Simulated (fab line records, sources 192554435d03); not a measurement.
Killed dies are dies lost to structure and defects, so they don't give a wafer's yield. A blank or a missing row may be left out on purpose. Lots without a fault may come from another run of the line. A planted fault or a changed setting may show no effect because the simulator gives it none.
Split-lot experiment | flow n5_finfet | 7 lots, 21 wafers read, on a route of 1938 steps

THE SPLIT
At N5_HKMG_FIN_ETCH_35 (etches SOC in N2/H2, target depth 215.8 nm, time 243.4 s), the setting bias_w was moved away from the recipe's 5 W on 4 of the 21 wafers read, by -10.5% to +16.6%. The other wafers ran this setting at the recipe's value.

The reading is taken at the split's own step.

THE READING
rf_vpp_V, in V, at N5_HKMG_FIN_ETCH_35 (etches SOC in N2/H2, target depth 215.8 nm, time 243.4 s). Fault-free wafers of this fab line usually give 141.5 V, standard deviation 1 V.

wafer  | tool, chamber at the split | bias_w as run, W | against the recipe | rf_vpp_V, V | against lot-mates on the recipe
L079.1 | rie_diel-04, 1             | 5.509            | +10.2%             | 150.8       | +10.4
L079.2 | rie_diel-04, 2             | 5                | recipe             | 139.4       | -
L079.5 | rie_diel-04, 1             | 5                | recipe             | 141.4       | -
L080.1 | rie_diel-02, 3             | 5                | recipe             | 140.5       | -
L080.3 | rie_diel-02, 1             | 5                | recipe             | 142.2       | -
L080.5 | rie_diel-02, 3             | 5                | recipe             | 142.3       | -
L084.2 | rie_diel-05, 1             | 5                | recipe             | 139.9       | -
L084.3 | rie_diel-05, 0             | 5                | recipe             | 140.8       | -
L084.4 | rie_diel-05, 2             | 5.831            | +16.6%             | 157.4       | +17.0
L088.1 | rie_diel-04, 0             | 5                | recipe             | 140.9       | -
L088.3 | rie_diel-04, 3             | 5                | recipe             | 142.4       | -
L088.4 | rie_diel-04, 2             | 5                | recipe             | 140.6       | -
L089.2 | rie_diel-04, 0             | 5                | recipe             | 140.8       | -
L089.3 | rie_diel-04, 3             | 5                | recipe             | 141.9       | -
L089.6 | rie_diel-04, 3             | 5                | recipe             | 143.0       | -
L091.3 | rie_diel-02, 0             | 4.477            | -10.5%             | 129.8       | -12.8
L091.4 | rie_diel-02, 1             | 5                | recipe             | 143.0       | -
L091.6 | rie_diel-02, 3             | 5                | recipe             | 142.1       | -
L096.1 | rie_diel-02, 3             | 5                | recipe             | 140.8       | -
L096.3 | rie_diel-02, 1             | 5.284            | +5.7%              | 146.8       | +5.0
L096.4 | rie_diel-02, 2             | 5                | recipe             | 142.8       | -

THE FIT
A straight line over all 21 wafers: rf_vpp_V changes by +0.988 V for each +1% of bias_w; r = +0.98; the points scatter about the line by 1.1 V.
The same after taking each lot's own level away (the mean of its wafers on the recipe; 21 wafers): +1.06 V for each +1%; r = +0.99; scatter 0.88 V.
On that fit, the largest move of bias_w shifts the reading by 18 V.
The lots' own levels span 140.35 to 142.55 V, that is 2.2 times the standard deviation above.
So the lot-to-lot level changes the slope little: the two slopes agree.
Check: with one of the wafers moved furthest among these (+16.6%) left out of the fit, the line predicts +18 V for it against its lot-mates. It came out at +17 V against them.
Tool readings at the split's step, against how far the setting was moved: rf_vpp_V r = +0.98.

OTHER SPLITS ON THESE WAFERS
These wafers also went through other splits before the reading. Each is held against what the fit with the lots' levels taken away leaves over:
other split on the same wafers     | wafers away from the commonest value | r with rf_vpp_V (lot level and that fit taken away)
N5_WELL_APT_COAT_02 spin_rpm       | 7                                    | +0.04
N5_WELL_APT_COAT_19 spin_rpm       | 9                                    | +0.27
N5_WELL_APT_PEB_23 peb_temp_c      | 10                                   | +0.11
N5_FIN_SAQP_ETCH_34 source_w       | 6                                    | -0.11
N5_SD_EPI_N_ETCH_45 target_depth_a | 8                                    | -0.07
N5_SDB_COAT_05 spin_rpm            | 8                                    | -0.14
N5_HKMG_FIN_ETCH_31 bias_w         | 7                                    | -0.27

THE FILE'S OWN FIT
rf_vpp_V changes by +1.06 V for each +1% of bias_w, r = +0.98.
